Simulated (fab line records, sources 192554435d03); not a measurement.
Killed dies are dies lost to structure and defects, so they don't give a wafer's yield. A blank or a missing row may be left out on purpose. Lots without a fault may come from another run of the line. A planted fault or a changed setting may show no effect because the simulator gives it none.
fab line records | flow n5_finfet
record lots=7 wafers=39
route steps=1938 shown MOL_CONTACT_COAG@559 BEOL_M0_SAQP@663 BEOL_M1@800
start_h: hours from the record's first day to the start of the lot's first wafer shown | wait_h: hours since the lot's step before | " the same as in the row above | L1.1+2: a row that stands for several wafers | - no value, or no start given | * or withheld: withheld | < > ~ a bound
route shown NAME@n: a module of which the file shows steps, and the number in the route of the first | usual: mean/standard deviation of fault-free wafers | same: alike in all rows | chamber/n: place in a boat | sites: the reading at each site | _std_site: their standard deviation | _edge_site: outer sites' mean less inner sites' | radius_mm: how far each site lies from the wafer's centre | mask NAME#n: copy n | behind: the tool/chamber that last shaped the wafer | hold: why the lot was held/for how many hours/how that ended | device: the transistor (n, p or np) that didn't switch | end of line: the same wafers' tests at the end of the route | a step without rows: its recipe alone | killed: dies lost to structure and defects at the first sort, not the wafer's yield | map: a wafer's dies, x killed, . not, _ none there
set.NAME: the setting as run; set.NAME@STEP: as run at that earlier step | model.NAME: the simulator's own value behind a step, which no gauge read
lots whose settings were changed on purpose; a table a step, a row a wafer
## steps
# step N5_MOL_CONTACT_COAG_ALD_27
# recipe material=SiOC target_thk_a=170 temp_c=400 ald_precursor_family=carbosiloxane ald_co_reactant=H2-plasma pulse_time_s=1.5 time_s=2720 purge_time_s=2 co_reactant_purge_time_s=2 ald_cycles=340 pressure_torr=2
# columns lot.wafer tool chamber start_h wait_h set.time_s model.SiOC_of_MOL_CONTACT_COAG_ALD_27.thk_nm
L076.3+4+5 ald_sin-04 1,3,1 105.29 0.1 2720 17
L082.1+2+3+5+6 ald_sin-03 2,3,0,2,3 140.43 0.0 2720 17
L082.4 " 1 " " 2720 17.2
L087.1+5+6 ald_sin-04 1,0,3 174.97 0.0 4111 17
L087.2+3+4 " 3,2,0 " " 2720 17
L090.1+3+6 ald_sin-04 3,2,3 192.17 0.0 2720 17
L090.2+4 " 1,2 " " 1550 9.6
L090.5 " 1 " " 1550 9.8
L093.1+2+6 ald_sin-03 3,0,2 220.14 0.0 2720 17
L093.3+4+5 " 1,2,1 " " 2720 17.2
L096.1+2 ald_sin-04 2,0 230.27 0.0 1511 9.4
L096.3 " 3 " " 1511 9.2
L096.4+5+6 " 1,0,1 " " 2720 17
L097.1+3+5 ald_sin-03 2,3,2 233.58 0.0 2720 17
L097.2+4+6 " 1,0,3 " " 2048 12.8
# step N5_BEOL_M0_SAQP_SPACER1_ALD_98
# recipe material=SiO2 target_thk_a=128 temp_c=300 ald_precursor_family=BDEAS ald_co_reactant=O2-plasma pulse_time_s=1 purge_time_s=2 co_reactant_purge_time_s=2 ald_cycles=138 pressure_torr=2
# columns lot.wafer tool chamber start_h wait_h set.ald_cycles model.SiO2_of_BEOL_M0_SAQP_SPACER1_ALD_98.thk_nm
L076.3+4+5 ald_sin-02 3,0,3 117.61 0.1 138 12.8
L082.1+2+3+4+5+6 ald_sin-01 2,0,1,3,1,2 157.57 0.6 138 12.8
L087.1+4+6 ald_sin-04 1,1,2 190.90 2.4 98 9
L087.2 " 3 " " 138 12.6
L087.3+5 " 2,3 " " 138 12.8
L090.1+2+3+4+5+6 ald_sin-01 2,1,0,3,2,1 204.95 0.3 138 12.8
L093.1+2+6 ald_sin-01 3,0,1 234.45 0.8 138 12.8
L093.3+4 " 2,1 " " 81 7.4
L093.5 " 0 " " 81 7.6
L096.1+2+5 ald_sin-01 3,2,0 244.43 0.3 138 12.8
L096.3 " 1 " " 215 19.8
L096.4+6 " 0,1 " " 215 20
L097.1+2+3 ald_sin-04 3,0,2 249.45 0.5 57 5.2
L097.4 " 1 " " 138 12.8
L097.5+6 " 2,3 " " 138 12.6
# step N5_BEOL_M0_SAQP_SPACER1_ETCHBACK_99
# recipe chemistry=CHF3/O2 mode=anisotropic_etchback target=SiO2 target_depth_a=154 time_s=7.7 pressure_mtorr=30 source_w=650 bias_w=170 Ar_flow_sccm=200 CHF3_flow_sccm=50 O2_flow_sccm=5 ion_energy_ev=200
# step N5_BEOL_M0_SAQP_MANDREL1_REMOVE_100
# recipe chemistry=HBr/Cl2/O2 bt_time_s=10 target=a-Si stop_on=SiNx endpoint=OES-SiCl over_etch_frac=0.85 icp_w=600 bias_w=30 HBr_flow_sccm=150 Cl2_flow_sccm=80 O2_flow_sccm=5 pressure_mtorr=10
# columns lot.wafer tool chamber start_h wait_h set.ald_cycles@BEOL_M0_SAQP_SPACER1_ALD_98 model.BEOL_M0_SAQP.cd_nm model.SiO2_of_BEOL_M0_SAQP_SPACER1_ALD_98.thk_nm
L076.3+4+5 rie_si-06 3,2,3 118.17 0.1 138 12.8 7.4
L082.1+2+3+4+5+6 rie_si-06 1,2,0,2,1,0 158.17 0.1 138 12.8 7.4
L087.1 rie_si-02 0 191.46 0.1 98 9.2 4.2
L087.2 " 3 " " 138 12.6 7.2
L087.3 " 1 " " 138 12.6 7.4
L087.4+6 " 2,0 " " 98 9 4.2
L087.5 " 3 " " 138 12.8 7.4
L090.1+4 rie_si-02 0,2 205.51 0.1 138 13 7.4
L090.2+3+6 " 3,1,3 " " 138 12.8 7.4
L090.5 " 0 " " 138 12.8 7.6
L093.1+2+6 rie_si-02 2,1,2 235.16 0.1 138 12.8 7.4
L093.3+4+5 " 3,0,3 " " 81 7.4 3.4
L096.1+2 rie_si-02 3,0 245.00 0.1 138 12.8 7.4
L096.3+4 " 1,2 " " 215 20 14.6
L096.5 " 2 " " 138 13 7.4
L096.6 " 1 " " 215 19.8 14.6
L097.1+2+3 rie_si-02 1,0,2 250.01 0.1 57 5.2 2.4
L097.4 " 3 " " 138 12.8 7.4
L097.5 " 3 " " 138 12.6 7.4
L097.6 " 2 " " 138 12.8 7.2
# step N5_BEOL_M0_SAQP_CD_MEAS_25
# recipe target_cd_nm=13.1 landing_energy_ev=1000 detector=se_inlens
# usual cd_nm=12.79/0.22
# columns lot.wafer tool chamber start_h wait_h set.ald_cycles@BEOL_M0_SAQP_SPACER1_ALD_98 cd_nm
L076.3 cd_sem-02 0 118.28 0.1 138 12.86
L076.4 " 0 " " 138 12.89
L076.5 " 0 " " 138 12.90
L082.1 cd_sem-01 0 158.28 0.1 138 12.66
L082.2 " 0 " " 138 12.41
L082.3 " 0 " " 138 12.81
L082.4 " 0 " " 138 12.68
L082.5 " 0 " " 138 12.39
L082.6 " 0 " " 138 12.89
L087.1 cd_sem-01 0 191.57 0.1 98 8.76
L087.2 " 0 " " 138 12.83
L087.3 " 0 " " 138 12.52
L087.4 " 0 " " 98 8.92
L087.5 " 0 " " 138 12.78
L087.6 " 0 " " 98 8.91
L090.1 cd_sem-02 0 205.62 0.1 138 12.93
L090.2 " 0 " " 138 12.76
L090.3 " 0 " " 138 12.97
L090.4 " 0 " " 138 13.09
L090.5 " 0 " " 138 13.03
L090.6 " 0 " " 138 13.04
L093.1 cd_sem-02 0 235.27 0.1 138 12.99
L093.2 " 0 " " 138 12.75
L093.3 " 0 " " 81 7.51
L093.4 " 0 " " 81 7.20
L093.5 " 0 " " 81 7.21
L093.6 " 0 " " 138 13.05
L096.1 cd_sem-01 0 245.11 0.1 138 13.08
L096.2 " 0 " " 138 12.98
L096.3 " 0 " " 215 19.85
L096.4 " 0 " " 215 19.88
L096.5 " 0 " " 138 13.16
L096.6 " 0 " " 215 19.91
L097.1 cd_sem-01 0 250.12 0.1 57 4.88
L097.2 " 0 " " 57 4.99
L097.3 " 0 " " 57 5.31
L097.4 " 0 " " 138 12.74
L097.5 " 0 " " 138 12.74
L097.6 " 0 " " 138 12.44
# step N5_BEOL_M1_TRENCH_ETCH_37
# recipe chemistry=C4F6/O2 target_depth_a=552.07 target=SiOC time_s=29 ion_energy_ev=250 pressure_mtorr=30 source_w=355 bias_w=185 Ar_flow_sccm=300 C4F6_flow_sccm=10 O2_flow_sccm=10
# columns lot.wafer tool chamber start_h wait_h set.time_s model.etch.depth_nm model.BEOL_M1.feature_depth_nm model.TiN_of_BEOL_M1_HM_DEP_02.thk_nm
L076.3 rie_diel-03 3 - - 29 54.91 55 17.8
L076.4 " 0 " " 29 54.19 54.2 18
L076.5 " 0 " " 29 54.27 54.2 17.8
L082.1 rie_diel-05 3 - - 45.62 86.41 86.4 16.6
L082.2 " 2 " " 29 56.28 56.2 17.8
L082.3 " 1 " " 29 54.26 54.2 18
L082.4 " 0 " " 45.62 85.36 85.4 16.6
L082.5 " 1 " " 45.62 85.7 85.8 16.6
L082.6 " 0 " " 29 54.01 54 17.8
L087.1 rie_diel-01 3 - - 46.09 88.46 88.4 16
L087.2 " 1 " " 29 54.83 54.8 17.4
L087.3 " 2 " " 46.09 87.8 87.8 16.2
L087.4 " 0 " " 29 54.84 54.8 17.6
L087.5 " 3 " " 29 55.34 55.4 17.6
L087.6 " 2 " " 46.09 87.91 88 16.2
L090.1 rie_diel-01 1 - - 29 55.07 55 17.8
L090.2 " 0 " " 13.91 26.41 26.4 18.8
L090.3 " 2 " " 29 55.96 56 17.8
L090.4 " 3 " " 13.91 26.82 26.8 18.6
L090.5 " 0 " " 29 55.31 55.4 17.6
L090.6 " 3 " " 13.91 26.77 26.8 18.8
L093.1 rie_diel-05 3 - - 29 54.83 54.8 18
L093.2 " 2 " " 29 56.89 56.8 18
L093.3 " 1 " " 29 55.24 55.2 17.8
L093.4 " 0 " " 29 54.72 54.8 18
L093.5 " 0 " " 29 55.38 55.4 18
L093.6 " 1 " " 29 55.34 55.4 18
L096.1 rie_diel-03 1 - - 29 53.65 53.6 17.6
L096.2 " 0 " " 21.48 40.38 40.4 18
L096.3 " 3 " " 29 55.65 55.6 17.4
L096.4 " 3 " " 21.48 40.75 40.8 17.8
L096.5 " 1 " " 29 54.11 54.2 17.6
L096.6 " 0 " " 21.48 40.56 40.6 18
L097.1 rie_diel-03 0 - - 13.75 25.92 26 19
L097.2 " 1 " " 13.75 25.68 25.6 19
L097.3 " 0 " " 29 54.64 54.6 17.8
L097.4 " 1 " " 29 54.56 54.6 17.8
L097.5 " 0 " " 29 54.71 54.8 17.8
L097.6 " 1 " " 13.75 25.76 25.8 19
# step N5_BEOL_M1_ETCH_41
# recipe chemistry=CH3F/O2 target=SiCN target_depth_a=319 taper_deg=2 time_s=57.8 ion_energy_ev=120 mask_material=TiN pressure_mtorr=30 source_w=395 bias_w=75 Ar_flow_sccm=150 CH3F_flow_sccm=30 O2_flow_sccm=20
# step N5_BEOL_M1_STRIP_97
# recipe chemistry=N2/H2 time_s=10 power_w=450 temp_c=40 pressure_mtorr=20 rf_frequency_hz=6e+07 bias_power_w=7 n2_flow_sccm=200 h2_flow_sccm=200
# step N5_BEOL_M1_OCD_MEAS_38
# usual trench_depth_nm=55.2/0.76
# columns lot.wafer tool chamber start_h wait_h set.time_s@BEOL_M1_TRENCH_ETCH_37 trench_depth_nm
L076.3 ocd-02 - 131.02 - 29 55.2
L076.4 " - " " 29 54.1
L076.5 " - " " 29 54.0
L082.1 ocd-01 - 176.20 - 45.62 86.3
L082.2 " - " " 29 56.3
L082.3 " - " " 29 54.3
L082.4 " - " " 45.62 85.3
L082.5 " - " " 45.62 85.8
L082.6 " - " " 29 54.6
L087.1 ocd-02 - 208.28 - 46.09 88.2
L087.2 " - " " 29 54.6
L087.3 " - " " 46.09 88.2
L087.4 " - " " 29 54.9
L087.5 " - " " 29 55.2
L087.6 " - " " 46.09 87.3
L090.1 ocd-02 - 229.08 - 29 55.2
L090.2 " - " " 13.91 26.5
L090.3 " - " " 29 56.2
L090.4 " - " " 13.91 26.8
L090.5 " - " " 29 55.3
L090.6 " - " " 13.91 27.2
L093.1 ocd-01 - 253.82 - 29 55.1
L093.2 " - " " 29 56.7
L093.3 " - " " 29 55.3
L093.4 " - " " 29 54.3
L093.5 " - " " 29 54.9
L093.6 " - " " 29 55.2
L096.1 ocd-01 - 260.98 - 29 53.4
L096.2 " - " " 21.48 40.0
L096.3 " - " " 29 55.5
L096.4 " - " " 21.48 41.2
L096.5 " - " " 29 54.5
L096.6 " - " " 21.48 40.5
L097.1 ocd-02 - 263.17 - 13.75 26.0
L097.2 " - " " 13.75 25.8
L097.3 " - " " 29 54.7
L097.4 " - " " 29 54.7
L097.5 " - " " 29 54.2
L097.6 " - " " 13.75 25.7
## key
split step=N5_MOL_CONTACT_COAG_ALD_27 setting=time_s stated=2720 by=wafer
response step=N5_MOL_CONTACT_COAG_ALD_27 reading=model.SiOC_of_MOL_CONTACT_COAG_ALD_27.thk_nm shape=bent at_lowest=9.333 at_stated=17.03 at_highest=17
split step=N5_BEOL_M0_SAQP_SPACER1_ALD_98 setting=ald_cycles stated=138 by=wafer
response step=N5_BEOL_M0_SAQP_SPACER1_ALD_98 reading=model.SiO2_of_BEOL_M0_SAQP_SPACER1_ALD_98.thk_nm change=+0.128 per=1% r=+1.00
response step=N5_BEOL_M0_SAQP_MANDREL1_REMOVE_100 reading=model.BEOL_M0_SAQP.cd_nm change=+0.128 per=1% r=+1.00
response step=N5_BEOL_M0_SAQP_MANDREL1_REMOVE_100 reading=model.SiO2_of_BEOL_M0_SAQP_SPACER1_ALD_98.thk_nm change=+0.104 per=1% r=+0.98
response step=N5_BEOL_M0_SAQP_CD_MEAS_25 reading=cd_nm change=+0.128 per=1% r=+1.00
split step=N5_BEOL_M1_TRENCH_ETCH_37 setting=time_s stated=29 by=wafer
response step=N5_BEOL_M1_TRENCH_ETCH_37 reading=model.etch.depth_nm change=+0.55 per=1% r=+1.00
response step=N5_BEOL_M1_TRENCH_ETCH_37 reading=model.BEOL_M1.feature_depth_nm change=+0.551 per=1% r=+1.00
response step=N5_BEOL_M1_TRENCH_ETCH_37 reading=model.TiN_of_BEOL_M1_HM_DEP_02.thk_nm change=-0.0217 per=1% r=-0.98
response step=N5_BEOL_M1_OCD_MEAS_38 reading=trench_depth_nm change=+0.548 per=1% r=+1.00
